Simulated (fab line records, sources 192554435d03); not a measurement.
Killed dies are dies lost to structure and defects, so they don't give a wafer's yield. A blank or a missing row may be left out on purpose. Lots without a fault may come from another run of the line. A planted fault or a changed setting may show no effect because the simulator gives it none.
Which tool did it? | flow n5_finfet | 24 lots, 72 wafers sampled, at 4 steps of a route of 1938

WHAT THE GAUGES READ, wafer by wafer
N5_BEOL_M9_THK_MEAS_01.
lot  | measured     | on            | M9_ILD_THK (nm)
L074 | day 9 05:36  | film_metro-01 | 260 267 273
L075 | day 9 15:11  | film_metro-02 | 263 265 266
L076 | day 9 22:57  | film_metro-01 | 265 261 270
L077 | day 9 23:55  | film_metro-01 | 266 266 272
L078 | day 10 03:05 | film_metro-01 | 262 272 270
L079 | day 10 07:38 | film_metro-01 | 269 268 274
L080 | day 10 13:16 | film_metro-01 | 264 264 268
L081 | day 11 10:05 | film_metro-02 | 262 262 264
L082 | day 11 18:39 | film_metro-02 | 264 264 265
L084 | day 12 00:11 | film_metro-01 | 267 264 271
L085 | day 12 01:19 | film_metro-02 | 271 265 268
L083 | day 12 03:37 | film_metro-01 | 269 273 270
L086 | day 12 20:23 | film_metro-01 | 265 270 274
L088 | day 12 21:47 | film_metro-01 | 268 271 274
L087 | day 12 22:50 | film_metro-02 | 266 266 268
L089 | day 13 07:27 | film_metro-02 | 270 272 272
L090 | day 13 17:48 | film_metro-02 | 258 261 267
L091 | day 13 22:26 | film_metro-01 | 273 271 277
L092 | day 14 01:54 | film_metro-01 | 273 275 277
L094 | day 14 10:00 | film_metro-02 | 270 271 266
L093 | day 14 12:20 | film_metro-01 | 268 271 268
L095 | day 14 16:37 | film_metro-02 | 270 273 277
L097 | day 15 01:29 | film_metro-01 | 266 264 273
L096 | day 15 01:38 | film_metro-01 | 270 274 271

N5_BEOL_M9_INSPECT_13: inspects for defects (brightfield).
lot  | measured     | on                | raw_defect_count
L074 | day 9 06:19  | defect_inspect-02 | 336 362 432
L075 | day 9 16:07  | defect_inspect-01 | 528 452 564
L076 | day 10 00:32 | defect_inspect-01 | 568 487 488
L077 | day 10 00:50 | defect_inspect-02 | 342 408 586
L078 | day 10 05:42 | defect_inspect-01 | 369 257 369
L079 | day 10 09:17 | defect_inspect-01 | 390 381 330
L080 | day 10 15:17 | defect_inspect-02 | 511 496 443
L081 | day 11 11:16 | defect_inspect-02 | 437 444 474
L082 | day 11 19:36 | defect_inspect-01 | 492 341 304
L084 | day 12 01:20 | defect_inspect-02 | 371 258 375
L085 | day 12 02:13 | defect_inspect-01 | 465 330 581
L083 | day 12 05:23 | defect_inspect-02 | 447 462 576
L086 | day 12 22:59 | defect_inspect-01 | 480 671 516
L088 | day 12 23:25 | defect_inspect-02 | 532 432 394
L087 | day 12 23:37 | defect_inspect-02 | 553 446 421
L089 | day 13 11:04 | defect_inspect-02 | 423 400 394
L090 | day 13 19:08 | defect_inspect-01 | 263 372 539
L091 | day 14 00:50 | defect_inspect-01 | 439 366 751
L092 | day 14 03:25 | defect_inspect-02 | 382 371 498
L094 | day 14 11:28 | defect_inspect-02 | 368 455 396
L093 | day 14 14:04 | defect_inspect-01 | 387 531 369
L095 | day 14 18:20 | defect_inspect-01 | 773 494 568
L097 | day 15 04:05 | defect_inspect-01 | 390 430 339
L096 | day 15 04:17 | defect_inspect-02 | 328 488 432

N5_BEOL_M9_CD_MEAS_28: target cd 70 nm.
lot  | measured     | on        | cd_nm (nm)
L074 | day 9 07:43  | cd_sem-03 | 70.7 70.5 70.0
L075 | day 9 17:29  | cd_sem-03 | 69.8 69.6 70.3
L076 | day 10 01:24 | cd_sem-03 | 69.8 69.9 69.6
L077 | day 10 02:00 | cd_sem-02 | 70.2 70.4 70.1
L078 | day 10 07:55 | cd_sem-02 | 69.6 69.8 70.0
L079 | day 10 11:04 | cd_sem-03 | 70.4 70.4 69.8
L080 | day 10 20:04 | cd_sem-01 | 70.4 70.1 70.1
L081 | day 11 13:02 | cd_sem-03 | 70.0 69.8 69.7
L082 | day 11 21:22 | cd_sem-03 | 70.7 70.3 70.2
L084 | day 12 04:29 | cd_sem-03 | 70.2 69.7 70.5
L085 | day 12 04:39 | cd_sem-01 | 70.1 70.1 70.3
L083 | day 12 07:13 | cd_sem-03 | 69.8 69.9 69.6
L086 | day 13 00:21 | cd_sem-02 | 70.2 70.1 69.7
L088 | day 13 01:55 | cd_sem-01 | 70.5 70.6 70.5
L087 | day 13 00:36 | cd_sem-02 | 70.4 70.0 70.2
L089 | day 13 13:35 | cd_sem-01 | 70.0 69.9 70.5
L090 | day 13 20:52 | cd_sem-01 | 70.0 70.0 69.4
L091 | day 14 01:38 | cd_sem-01 | 70.2 70.4 69.6
L092 | day 14 04:56 | cd_sem-01 | 70.1 69.7 69.8
L094 | day 14 13:47 | cd_sem-01 | 70.4 69.9 70.0
L093 | day 14 15:06 | cd_sem-02 | 70.6 70.2 70.4
L095 | day 14 20:43 | cd_sem-02 | 69.4 69.9 69.9
L097 | day 15 06:19 | cd_sem-03 | 69.6 69.6 69.4
L096 | day 15 08:11 | cd_sem-03 | 69.9 69.6 69.9

WHICH TOOL RAN EACH LOT (tool, then ch and the chambers of the sampled wafers, then the start)
lot  | N5_BEOL_M8_ANNEAL_51
L074 | rtp_anneal-02 ch 0, day 9 04:19
L075 | rtp_anneal-01 ch 0, day 9 13:41
L076 | rtp_anneal-02 ch 0, day 9 21:37
L077 | rtp_anneal-01 ch 0, day 9 22:22
L078 | rtp_anneal-01 ch 0, day 10 01:43
L079 | rtp_anneal-01 ch 0, day 10 06:19
L080 | rtp_anneal-02 ch 0, day 10 11:56
L081 | rtp_anneal-01 ch 0, day 11 08:32
L082 | rtp_anneal-01 ch 0, day 11 17:19
L084 | rtp_anneal-02 ch 0, day 11 22:47
L085 | rtp_anneal-01 ch 0, day 11 23:46
L083 | rtp_anneal-02 ch 0, day 12 02:11
L086 | rtp_anneal-02 ch 0, day 12 18:57
L088 | rtp_anneal-02 ch 0, day 12 20:16
L087 | rtp_anneal-01 ch 0, day 12 21:27
L089 | rtp_anneal-01 ch 0, day 13 05:47
L090 | rtp_anneal-01 ch 0, day 13 16:18
L091 | rtp_anneal-02 ch 0, day 13 20:35
L092 | rtp_anneal-02 ch 0, day 14 00:34
L094 | rtp_anneal-01 ch 0, day 14 08:39
L093 | rtp_anneal-02 ch 0, day 14 11:04
L095 | rtp_anneal-02 ch 0, day 14 15:14
L097 | rtp_anneal-02 ch 0, day 15 00:08
L096 | rtp_anneal-01 ch 0, day 15 00:15
- N5_BEOL_M8_ANNEAL_51: time 90 s.

WHAT THE TOOLS THEMSELVES READ (means of the sampled wafers that have a number; where no wafer has one, the mark that the record gives instead)
N5_BEOL_M8_ANNEAL_51.
lot  | tool          | wafer_temp_C_max
L074 | rtp_anneal-02 | 225.74
L075 | rtp_anneal-01 | 225.84
L076 | rtp_anneal-02 | 225.85
L077 | rtp_anneal-01 | 225.74
L078 | rtp_anneal-01 | 225.77
L079 | rtp_anneal-01 | 225.96
L080 | rtp_anneal-02 | 225.70
L081 | rtp_anneal-01 | 225.83
L082 | rtp_anneal-01 | 226.09
L084 | rtp_anneal-02 | 225.87
L085 | rtp_anneal-01 | 225.60
L083 | rtp_anneal-02 | 225.91
L086 | rtp_anneal-02 | 225.77
L088 | rtp_anneal-02 | 225.69
L087 | rtp_anneal-01 | 225.80
L089 | rtp_anneal-01 | 226.07
L090 | rtp_anneal-01 | 226.06
L091 | rtp_anneal-02 | 225.76
L092 | rtp_anneal-02 | 226.00
L094 | rtp_anneal-01 | 226.10
L093 | rtp_anneal-02 | 225.87
L095 | rtp_anneal-02 | 225.99
L097 | rtp_anneal-02 | 225.85
L096 | rtp_anneal-01 | 225.91

THE ANSWER, worked out from the rows above alone
Rule: what is usual is taken from the lots themselves. Put in order of their means at a reading, lots are off if they are a third of the lots or fewer, leave a main group of 4 or more, and stand apart from it by a gap of 3 or more times the standard deviation of the main group's means; of several such gaps the widest counts. A main group whose means are all the same, to the digits that the tables above print for the reading, isn't used. A lot without any number at a reading at which 4 lots or more have one is off too. The other lots that the step has rows for count as sound. The gauges are gone through in route order, then the tools' own readings, and for those a lot's mean is taken as printed above. The first step at which some lot is off is used, and at that step the reading that is off furthest; a lot without a number counts as furthest.
No lot is off at any reading shown: from this, nothing can be told.

WHAT THE SIMULATOR HAD PUT IN
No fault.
